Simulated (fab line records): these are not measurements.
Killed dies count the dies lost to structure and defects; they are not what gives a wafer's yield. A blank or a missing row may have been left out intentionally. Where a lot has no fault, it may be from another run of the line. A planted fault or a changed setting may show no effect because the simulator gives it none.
Chamber matching + flow n5_finfet + ald_sin-02 running N5_GATE_CUT_SAC_CAP_01: 4 sister chambers
The step material SiNx, target thk 24 nm, pulse time 1 s, ald cycles 480. 4 wafers are shown with their chamber, then 10 later ones without.

## WAFERS, EACH WITH ITS CHAMBER
| wafer  | chamber | heater_power_w (W) |
|--------|---------|--------------------|
| L091.1 | 3       | 972                |
| L091.3 | 1       | 871                |
| L091.4 | 0       | 752                |
| L091.5 | 2       | 1012               |

## WAFERS WITH NO CHAMBER GIVEN
| wafer  | heater_power_w (W) |
|--------|--------------------|
| L091.6 | 988                |
| L093.1 | 739                |
| L093.2 | 899                |
| L093.3 | 997                |
| L093.4 | 970                |
| L093.5 | 729                |
| L093.6 | 981                |
| L097.2 | 881                |
| L097.4 | 724                |
| L097.6 | 986                |

## WHICH CHAMBER EACH WENT THROUGH
| wafer  | from the rows above     | in truth                   |
|--------|-------------------------|----------------------------|
| L091.6 | can't be placed: 3 or 2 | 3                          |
| L093.1 | 0                       | 0                          |
| L093.2 | 1                       | 1                          |
| L093.3 | can't be placed: 2 or 3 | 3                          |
| L093.4 | 3                       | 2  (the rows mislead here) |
| L093.5 | 0                       | 0                          |
| L093.6 | can't be placed: 3 or 2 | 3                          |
| L097.2 | 1                       | 1                          |
| L097.4 | 0                       | 0                          |
| L097.6 | can't be placed: 3 or 2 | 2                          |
Placed correctly: 5 of 10. Cannot be placed on the basis of these rows: 4; the candidates contain the true chamber in 4. Placed wrongly: 1.
How it was worked out, from the rows above alone: a wafer's distance from a chamber is the root of the sum, over the readings, of the square of ((its reading less the chamber's mean) divided by the reading's scatter). If the next closest chamber is less than 2 further off than the closest, the wafer can't be placed; otherwise it belongs to the closest. Each chamber's mean is taken over the wafers shown for it. The scatter (one wafer shown for each chamber): square how far every hidden wafer sits from the nearest shown wafer, average those squares and take the square root.
